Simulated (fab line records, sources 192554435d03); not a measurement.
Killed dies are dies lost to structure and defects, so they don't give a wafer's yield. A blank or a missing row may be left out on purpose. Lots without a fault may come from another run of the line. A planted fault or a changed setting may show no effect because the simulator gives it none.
fab line records | flow n5_finfet
record lots=6 wafers=18 last_day=20
route steps=1938 shown BEOL_M12@1650 BEOL_M13@1659
lots that met no fault: from a run of the same line without faults
start_h: hours from the record's first day to the start of the lot's first wafer shown | wait_h: hours since the lot's step before | " the same as in the row above | L1.1+2: a row that stands for several wafers | - no value, or no start given | * or withheld: withheld | < > ~ a bound
route shown NAME@n: a module of which the file shows steps, and the number in the route of the first | usual: mean/standard deviation of fault-free wafers | same: alike in all rows | chamber/n: place in a boat | sites: the reading at each site | _std_site: their standard deviation | _edge_site: outer sites' mean less inner sites' | radius_mm: how far each site lies from the wafer's centre | mask NAME#n: copy n | behind: the tool/chamber that last shaped the wafer | hold: why the lot was held/for how many hours/how that ended | device: the transistor (n, p or np) that didn't switch | end of line: the same wafers' tests at the end of the route | a step without rows: its recipe alone | killed: dies lost to structure and defects at the first sort, not the wafer's yield | map: a wafer's dies, x killed, . not, _ none there
set.NAME: the setting as run; set.NAME@STEP: as run at that earlier step | model.NAME: the simulator's own value behind a step, which no gauge read
lots at some steps of the route; a table a step, a row a wafer
services: from which hour (start_h, from the record's first day; less than 0 if before it) a tool's chamber was out of use, for how many hours, and why
## steps
# step N5_BEOL_M12_SPUTTER_45
# recipe material=Cu target_thk_a=800 temp_c=-20 bias_v=60 power_w=26000 chamber_pressure_pa=0.13 time_s=13.33
# usual throttle_valve_pct=29.8/0.78
# same time_s=13.33
# columns lot.wafer tool chamber start_h wait_h throttle_valve_pct
L605.2 pvd_sputter-03 - 283.22 0.0 29.2
L605.3 " - " " 29.4
L605.6 " - " " 28.9
L608.1 pvd_sputter-03 - 313.24 0.0 29.7
L608.5 " - " " 29.9
L608.6 " - " " 29.2
L611.1 pvd_sputter-02 - 363.36 0.0 30.1
L611.2 " - " " 29.2
L611.4 " - " " 29.6
L612.1 pvd_sputter-02 - 363.86 0.0 29.7
L612.2 " - " " 30.2
L612.5 " - " " 29.1
L617.1 pvd_sputter-01 - 385.81 0.0 28.2
L617.2 " - " " 29.9
L617.3 " - " " 31.1
L624.3 pvd_sputter-01 - 435.24 0.0 28.1
L624.5 " - " " 30.0
L624.6 " - " " 29.6
# step N5_BEOL_M12_ECD_47
# recipe material=Cu target_thk_a=7200
# step N5_BEOL_M12_ANNEAL_48
# recipe temp_c=225 time_s=90 ambient=N2
# usual wafer_temp_C_max=226.4/0.41
# same time_s=90
# columns lot.wafer tool chamber start_h wait_h wafer_temp_C_max
L605.2 rtp_anneal-01 0 283.56 0.2 226.3
L605.3 " 0 " " 225.9
L605.6 " 0 " " 226.0
L608.1 rtp_anneal-02 0 313.50 0.1 227.0
L608.5 " 0 " " 226.8
L608.6 " 0 " " 226.7
L611.1 rtp_anneal-01 0 363.62 0.1 226.0
L611.2 " 0 " " 225.9
L611.4 " 0 " " 225.8
L612.1 rtp_anneal-02 0 364.12 0.1 226.7
L612.2 " 0 " " 226.3
L612.5 " 0 " " 226.3
L617.1 rtp_anneal-01 0 386.07 0.1 226.3
L617.2 " 0 " " 225.8
L617.3 " 0 " " 226.0
L624.3 rtp_anneal-01 0 435.59 0.2 226.1
L624.5 " 0 " " 225.8
L624.6 " 0 " " 226.1
# step N5_BEOL_M12_CMP_49
# recipe stop_on=SiOC t_overpolish_s=20.6 down_force_psi=1 platen_rpm=50 clearing_platen_down_force_psi=1.5 clearing_platen_rpm=50 post_cmp_clean=cu_alkaline target_thk_nm=320 clearing_platen_pad_velocity_m_s=0.99484 pad_velocity_m_s=0.99484
# usual barrier_field_endpoint_s=30.2/0.74 motor_current_A=6.0/0.39 overpolish_run_s=20.600/0.0096
# columns lot.wafer tool chamber start_h wait_h barrier_field_endpoint_s motor_current_A overpolish_run_s
L605.2 cmp-03 1 283.83 0.2 29.8 5.7 20.603
L605.3 " 0 " " 29.8 6.5 20.589
L605.6 " 2 " " 30.0 6.1 20.605
L608.1 cmp-04 0 313.85 0.3 31.2 5.1 20.603
L608.6 " 3 " " 31.0 5.9 20.597
L608.5 " 0 " " 31.1 5.3 20.605
L611.4 cmp-04 1 363.92 0.1 31.7 5.3 20.607
L611.2 " 3 " " 30.8 6.1 20.578
L611.1 " 0 " " 30.4 5.2 20.587
L612.1 cmp-03 2 364.42 0.3 29.4 6.5 20.592
L612.2 " 3 " " 30.2 6.4 20.599
L612.5 " 3 " " 30.5 6.6 20.619
L617.2 cmp-03 0 386.42 0.3 30.9 6.3 20.601
L617.3 " 1 " " 30.3 5.6 20.597
L617.1 " 2 " " 30.4 6.1 20.603
L624.3 cmp-01 0 435.87 0.2 28.5 6.0 20.613
L624.5 " 2 " " 28.4 5.5 20.582
L624.6 " 3 " " 28.2 6.2 20.600
# step N5_BEOL_M12_THK_MEAS_50
# recipe thk_meas_gauge=xrf reads=Cu_of_BEOL_M12_ECD_47
# usual M12_THK=314/6.1
# columns lot.wafer tool chamber start_h wait_h M12_THK[nm]
L605.2 film_metro-02 - 284.12 - 308
L605.3 " - " " 315
L605.6 " - " " 310
L608.1 film_metro-02 - 314.11 - 307
L608.5 " - " " 314
L608.6 " - " " 305
L611.1 film_metro-02 - 364.21 - 321
L611.2 " - " " 317
L611.4 " - " " 325
L612.1 film_metro-01 - 364.71 - 316
L612.2 " - " " 317
L612.5 " - " " 315
L617.1 film_metro-02 - 386.68 - 316
L617.2 " - " " 310
L617.3 " - " " 316
L624.3 film_metro-01 - 436.09 - 311
L624.5 " - " " 310
L624.6 " - " " 309
# step N5_BEOL_M12_PRE_CLEAN_52
# recipe gas=NH3 time_s=15 temp_c=withheld rf_power_w=300
# step N5_BEOL_M12_DEP_53
# recipe material=SiCN target_thk_a=300 temp_c=withheld precursor=3MS/NH3 pressure_torr=3 rf_w=675 time_s=10.5
# step N5_BEOL_M12_RS_MEAS_54
# recipe thk_meas_gauge=four-point-probe reads=Cu_of_BEOL_M12_ECD_47+Ta_of_BEOL_M12_SPUTTER_44+TaN_of_BEOL_M12_SPUTTER_43
# usual M12_RS=0.0601/0.00097
# columns lot.wafer tool chamber start_h wait_h M12_RS[ohm/sq]
L605.2 film_metro-02 - 284.25 0.0 0.0615
L605.3 " - " " 0.0604
L605.6 " - " " 0.0616
L608.1 film_metro-01 - 314.24 0.0 0.0615
L608.5 " - " " 0.0600
L608.6 " - " " 0.0617
L611.1 film_metro-01 - 364.34 0.0 0.0594
L611.2 " - " " 0.0602
L611.4 " - " " 0.0588
L612.1 film_metro-01 - 364.87 0.1 0.0592
L612.2 " - " " 0.0590
L612.5 " - " " 0.0594
L617.1 film_metro-01 - 386.80 0.0 0.0603
L617.2 " - " " 0.0613
L617.3 " - " " 0.0601
L624.3 film_metro-02 - 436.22 0.0 0.0604
L624.5 " - " " 0.0605
L624.6 " - " " 0.0609
# step N5_BEOL_M12_INSPECT_55
# recipe inspect_instrument=darkfield mode=post_dep
# usual raw_defect_count=71/24
# columns lot.wafer tool chamber start_h wait_h raw_defect_count
L605.2 defect_inspect-01 - 284.27 0.0 72
L605.3 " - " " 79
L605.6 " - " " 85
L608.1 defect_inspect-01 - 314.26 0.0 40
L608.5 " - " " 58
L608.6 " - " " 46
L611.1 defect_inspect-02 - 364.36 0.0 59
L611.2 " - " " 96
L611.4 " - " " 43
L612.1 defect_inspect-02 - 364.89 0.0 48
L612.2 " - " " 64
L612.5 " - " " 63
L617.1 defect_inspect-02 - 386.83 0.0 57
L617.2 " - " " 84
L617.3 " - " " 77
L624.3 defect_inspect-02 - 436.24 0.0 63
L624.5 " - " " 41
L624.6 " - " " 41
# step N5_BEOL_M13_ILD_DEP_00
# recipe material=SiOC target_thk_a=8379.2 temp_c=350 precursor=DEMS/O2 pressure_torr=5 rf_w=500 time_s=166.4
# step N5_BEOL_M13_THK_MEAS_01
# recipe reads=SiOC_of_BEOL_M13_ILD_DEP_00
# usual M13_ILD_THK=840/10
# columns lot.wafer tool chamber start_h wait_h M13_ILD_THK[nm]
L605.2 film_metro-01 - 284.46 0.1 825
L605.3 " - " " 833
L605.6 " - " " 844
L608.1 film_metro-01 - 314.45 0.1 829
L608.5 " - " " 857
L608.6 " - " " 834
L611.1 film_metro-01 - 364.55 0.1 829
L611.2 " - " " 827
L611.4 " - " " 847
L612.1 film_metro-01 - 365.08 0.1 823
L612.2 " - " " 828
L612.5 " - " " 842
L617.1 film_metro-01 - 387.01 0.1 841
L617.2 " - " " 839
L617.3 " - " " 856
L624.3 film_metro-01 - 436.49 0.1 841
L624.5 " - " " 844
L624.6 " - " " 841
# step N5_BEOL_M13_COAT_58
# recipe resist=BARC temp_c=205 time_s=60 spin_rpm=1500 resist_thk_nm=89
# step N5_BEOL_M13_COAT_04
# recipe spin_rpm=1625 resist_thk_nm=400
# usual spin_speed_rpm=1625.0/1.2
# columns lot.wafer tool chamber start_h wait_h spin_speed_rpm model.coat_of_BEOL_M13_COAT_04.thk_nm
L605.2 litho_track-05 0 284.50 - 1624.5 399.6
L605.3 " 0 " " 1623.1 400
L605.6 " 0 " " 1625.1 399.4
L608.1 litho_track-02 0 314.49 - 1624.4 398.6
L608.5 " 0 " " 1623.7 400.8
L608.6 " 0 " " 1626.0 398.6
L611.1 litho_track-05 0 364.59 - 1673.4 394.6
L611.2 " 0 " " 1673.1 394.6
L611.4 " 0 " " 1674.3 394.4
L612.1 litho_track-05 0 365.11 - 1674.0 396
L612.2 " 0 " " 1676.4 395.8
L612.5 " 0 " " 1675.2 395.8
L617.1 litho_track-02 0 387.05 - 1625.7 402
L617.2 " 0 " " 1625.0 402
L617.3 " 0 " " 1626.6 402.4
L624.3 litho_track-02 0 436.53 - 1626.2 398.8
L624.5 " 0 " " 1626.4 398.8
L624.6 " 0 " " 1625.1 399.8
# step N5_BEOL_M13_EBR_06
# recipe solvent=PGMEA ebr_width_mm=1.5
# step N5_BEOL_M13_SOFTBAKE_05
# recipe temp_c=130 time_s=60
# step N5_BEOL_M13_EXPOSE_07
# recipe mask_id=V12 na=0.93 source_shape=conventional sigma_outer=0.6 polarization=unpolarized attpsm_phase_deg=180 dose_mj=24.8
# step N5_BEOL_M13_PEB_08
# recipe peb_temp_c=130 peb_time_s=90
# step N5_BEOL_M13_DEVELOP_09
# recipe develop_time_s=45 rinse_liquid=diw dry=air_spin dev_temp_c=21
# step N5_BEOL_M13_HARDBAKE_14
# recipe temp_c=130 time_s=120
# step N5_BEOL_M13_CD_MEAS_10
# recipe target_cd_nm=190 landing_energy_ev=500 detector=se_inlens polarity=opening
# usual cd_nm=190.1/1.1
# columns lot.wafer tool chamber start_h wait_h cd_nm
L605.2 cd_sem-01 0 284.89 - 188.5
L605.3 " 0 " " 188.2
L605.6 " 0 " " 189.1
L608.1 cd_sem-03 0 314.75 - 189.0
L608.5 " 0 " " 189.5
L608.6 " 0 " " 190.1
L611.1 cd_sem-01 0 364.85 - 191.9
L611.2 " 0 " " 190.8
L611.4 " 0 " " 191.6
L612.1 cd_sem-03 0 365.51 - 191.2
L612.2 " 0 " " 190.7
L612.5 " 0 " " 191.6
L617.1 cd_sem-02 0 387.32 - 190.9
L617.2 " 0 " " 190.2
L617.3 " 0 " " 191.3
L624.3 cd_sem-02 0 436.92 - 188.0
L624.5 " 0 " " 189.1
L624.6 " 0 " " 187.9
# step N5_BEOL_M13_OVL_MEAS_11
# recipe points_per_wafer=44
# usual V12_OVL=0/5.8
# columns lot.wafer tool chamber start_h wait_h V12_OVL[nm]
L605.2 overlay-01 0 284.92 0.0 4
L605.3 " 0 " " 0
L605.6 " 0 " " 0
L608.1 overlay-02 0 314.78 0.0 0
L608.5 " 0 " " 3
L608.6 " 0 " " -2
L611.1 overlay-01 0 364.89 0.0 -1
L611.2 " 0 " " -6
L611.4 " 0 " " -12
L612.1 overlay-01 0 365.54 0.0 0
L612.2 " 0 " " 0
L612.5 " 0 " " -2
L617.1 overlay-01 0 387.35 0.0 -10
L617.2 " 0 " " -5
L617.3 " 0 " " -8
L624.3 overlay-02 0 436.97 0.1 -10
L624.5 " 0 " " -3
L624.6 " 0 " " -5
# step N5_BEOL_M13_INSPECT_12
# recipe mode=adi inspect_instrument=macro
# usual raw_defect_count=2.1/1.4
# columns lot.wafer tool chamber start_h wait_h raw_defect_count
L605.2 defect_inspect-01 - 284.95 0.0 4
L605.3 " - " " 2
L605.6 " - " " 4
L608.1 defect_inspect-01 - 314.81 0.0 3
L608.5 " - " " 1
L608.6 " - " " 0
L611.1 defect_inspect-01 - 364.91 0.0 2
L611.2 " - " " 3
L611.4 " - " " 2
L612.1 defect_inspect-02 - 365.56 0.0 1
L612.2 " - " " 2
L612.5 " - " " 3
L617.1 defect_inspect-02 - 387.37 0.0 6
L617.2 " - " " 3
L617.3 " - " " 0
L624.3 defect_inspect-01 - 437.00 0.0 1
L624.5 " - " " 5
L624.6 " - " " 1
# step N5_BEOL_M13_DESCUM_15
# recipe chemistry=O2 time_s=7.9 source_power_w=50 bias_power_w=20 pressure_mtorr=20 rf_frequency_hz=2.712e+07 temp_c=40 o2_flow_sccm=225
# usual drypump_motor_current_A=5.6/0.48 oes_product_au=0.84/0.098 rf_vpp_V=243.6/1.4 showerhead_plenum_p_Torr=2.12/0.077 throttle_valve_pct=20.23/0.25
# same time_s=7.9
# columns lot.wafer tool chamber start_h wait_h drypump_motor_current_A oes_product_au rf_hours_counter_h rf_vpp_V showerhead_plenum_p_Torr throttle_valve_pct
L605.2 rie_diel-03 3 284.98 0.0 5.2 0.79 84 242.3 2.10 20.19
L605.3 " 2 " " 5.6 0.95 9 244.6 2.12 19.92
L605.6 " 1 " " 6.4 0.89 - 242.5 2.05 19.92
L608.1 rie_diel-02 3 314.84 0.0 6.0 0.70 232 240.8 1.98 20.48
L608.5 " 0 " " 5.0 0.95 - 244.3 2.15 19.78
L608.6 " 1 " " 6.4 0.73 - 241.6 2.01 20.63
L611.1 rie_diel-05 1 364.94 0.0 5.4 0.81 104 245.0 2.19 20.14
L611.2 " 3 " " 5.0 0.94 15 243.0 2.14 20.15
L611.4 " 2 " " 5.6 0.92 32 244.7 2.25 20.39
L612.1 rie_diel-02 3 365.60 0.0 6.0 0.69 248 241.4 1.97 20.50
L612.2 " 1 " " 6.4 0.71 182 241.0 2.00 20.63
L612.5 " 2 " " 5.6 0.69 - 243.8 2.16 20.39
L617.1 rie_diel-03 0 387.41 0.0 5.1 0.98 5 243.7 2.13 20.00
L617.2 " 2 " " 5.7 0.90 37 244.1 2.11 19.95
L617.3 " 3 " " 5.2 0.76 119 243.2 2.09 20.23
L624.3 rie_diel-05 0 437.03 0.0 5.6 0.85 65 241.6 2.05 20.53
L624.5 " 1 " " 5.4 0.78 - 245.5 2.18 20.19
L624.6 " 2 " " 5.6 0.87 - 245.1 2.24 20.41
# step N5_BEOL_M13_ETCH_59
# recipe chemistry=N2/H2 target=BARC target_depth_a=890 overetch_a=267 time_s=67.9 ion_energy_ev=200 pressure_mtorr=30 source_w=840 bias_w=150 n2_flow_sccm=200 h2_flow_sccm=200
# step N5_BEOL_M13_VIA_ETCH_16
# recipe chemistry=C4F8/O2/Ar target=SiOC pressure_mtorr=30 source_w=3000 bias_w=700 Ar_flow_sccm=400 C4F8_flow_sccm=15 O2_flow_sccm=8 he_inner_torr=15 he_outer_torr=30 target_depth_a=9217 time_s=withheld ion_energy_ev=250 ends=cleared
# usual drypump_motor_current_A=5.6/0.48 he_outer_torr=30.00/0.065 oes_product_au=0.75/0.087 rf_vpp_V=667/3.2 showerhead_plenum_p_Torr=3.46/0.11 throttle_valve_pct=24.00/0.24
# columns lot.wafer tool chamber start_h wait_h drypump_motor_current_A he_outer_torr oes_product_au rf_vpp_V showerhead_plenum_p_Torr throttle_valve_pct model.coat_of_BEOL_M13_COAT_04.thk_nm
L605.2 rie_diel-03 3 285.07 0.0 5.1 30.05 0.72 666 3.48 24.18 74.4
L605.3 " 2 " " 5.7 29.98 0.85 668 3.47 23.72 72.8
L605.6 " 1 " " 6.3 29.88 0.80 664 3.36 23.74 67.2
L608.1 rie_diel-02 3 314.93 0.0 6.0 30.10 0.63 659 3.26 24.32 73.8
L608.5 " 0 " " 5.0 30.01 0.86 669 3.49 23.56 64
L608.6 " 1 " " 6.4 29.97 0.65 661 3.29 24.43 72.2
L611.1 rie_diel-05 1 365.03 0.0 5.4 30.04 0.73 671 3.60 24.08 65.4
L611.2 " 3 " " 5.0 29.97 0.85 667 3.49 23.96 70.2
L611.4 " 2 " " 5.6 29.97 0.83 670 3.62 24.02 60.6
L612.1 rie_diel-02 3 365.68 0.0 6.0 29.98 0.62 660 3.26 24.33 73
L612.2 " 1 " " 6.4 29.96 0.65 662 3.28 24.43 71.2
L612.5 " 2 " " 5.6 30.12 0.61 667 3.47 23.90 68.8
L617.1 rie_diel-03 0 387.49 0.0 5.1 29.99 0.88 669 3.48 23.78 70.8
L617.2 " 2 " " 5.6 29.89 0.80 667 3.46 23.75 73.8
L617.3 " 3 " " 5.2 30.04 0.70 665 3.46 24.21 68.6
L624.3 rie_diel-05 0 437.12 0.0 5.6 30.02 0.77 663 3.32 24.11 68.2
L624.5 " 1 " " 5.4 29.88 0.71 670 3.59 24.11 65.8
L624.6 " 2 " " 5.6 30.11 0.78 670 3.61 24.06 68.2
# step N5_BEOL_M13_STRIP_63
# recipe chemistry=N2/H2 power_w=1000 temp_c=250 h2_frac=0.65 overash_fraction=0.3 pressure_mtorr=1000 n2_flow_sccm=1750 h2_flow_sccm=3250
# usual drypump_motor_current_A=5.9/0.47 heater_power_w=343/21 oes_product_au=0.674/0.0044 strip_time_to_endpoint_s=27.7/1.1
# columns lot.wafer tool chamber start_h wait_h drypump_motor_current_A heater_power_w oes_product_au rf_hours_counter_h strip_time_to_endpoint_s
L605.2 plasma_asher-02 0 285.33 - 5.2 366 0.677 75 29.0
L605.3 " 0 " " 5.2 368 0.676 - 28.5
L605.6 " 1 " " 5.9 323 0.672 - 26.9
L608.1 plasma_asher-02 1 315.16 - 5.9 320 0.682 81 28.8
L608.5 " 1 " " 5.9 317 0.685 - 25.9
L608.6 " 0 " " 5.2 366 0.671 - 28.4
L611.1 plasma_asher-02 0 365.27 - 5.2 363 0.673 89 26.3
L611.2 " 1 " " 5.9 315 0.670 89 27.8
L611.4 " 0 " " 5.2 366 0.674 - 24.9
L612.1 plasma_asher-01 0 365.92 - 5.6 332 0.677 145 28.5
L612.2 " 1 " " 6.5 369 0.673 145 28.0
L612.5 " 1 " " 6.5 364 0.675 - 27.3
L617.1 plasma_asher-02 1 387.73 - 5.9 329 0.682 95 27.9
L617.2 " 0 " " 5.2 369 0.672 95 28.8
L617.3 " 1 " " 5.9 316 0.677 - 27.3
L624.3 plasma_asher-02 0 437.37 - 5.3 371 0.681 - 27.1
L624.5 " 0 " " 5.3 369 0.672 - 26.4
L624.6 " 1 " " 5.9 313 0.678 - 27.1
## services
# columns tool chamber start_h hours kind
rie_diel-05 1 270.40 3.0 repair
rie_diel-02 0 274.42 7.1 repair
rtp_anneal-01 - 324.70 5.2 pm
rie_diel-05 1 330.57 3.3 repair
rie_diel-03 2 333.39 19.1 repair
rie_diel-05 - 333.75 0.4 repair
cmp-03 - 340.37 1.7 repair
pvd_sputter-01 - 344.74 1.6 repair
plasma_asher-02 - 348.15 2.1 repair
rie_diel-02 0 350.54 31.6 repair
cmp-04 - 350.63 4.0 pm
pvd_sputter-02 - 351.20 11.7 repair
plasma_asher-02 - 362.09 2.8 pm
cmp-04 - 364.37 3.9 pm
pvd_sputter-03 - 378.22 3.7 repair
rie_diel-05 - 385.81 4.3 pm
rie_diel-03 - 388.37 4.3 pm
rie_diel-05 3 390.15 6.0 repair
rie_diel-05 0 416.65 2.6 repair
rie_diel-03 3 418.14 1.4 repair
cmp-03 - 424.46 4.8 repair
rie_diel-02 - 427.79 2.8 pm
rie_diel-02 1 430.95 4.9 repair
cmp-03 - 431.61 0.5 repair
## key
first_sign step=N5_BEOL_M13_COAT_04 reading=spin_speed_rpm direction=up sigmas=40 usual=* struck=*
effect none on later readings
model_effect step=N5_BEOL_M13_COAT_04 value=coat_of_BEOL_M13_COAT_04.thk_nm without=401.1 struck=395.2
model_effect step=N5_BEOL_M13_VIA_ETCH_16 value=coat_of_BEOL_M13_COAT_04.thk_nm without=74.1 struck=68.2
met_at N5_BEOL_M13_COAT_04
struck_wafers L611.1,L611.2,L611.4,L612.1,L612.2,L612.5
onset_between 284.50 364.59
fault kind=process_parameter_drift tool=litho_track-05 chamber=- onset_h=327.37 steps=N5_BEOL_M13_COAT_04 channel=spin_rpm offset=* shape=step end_h=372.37 acts_in=* stated=*
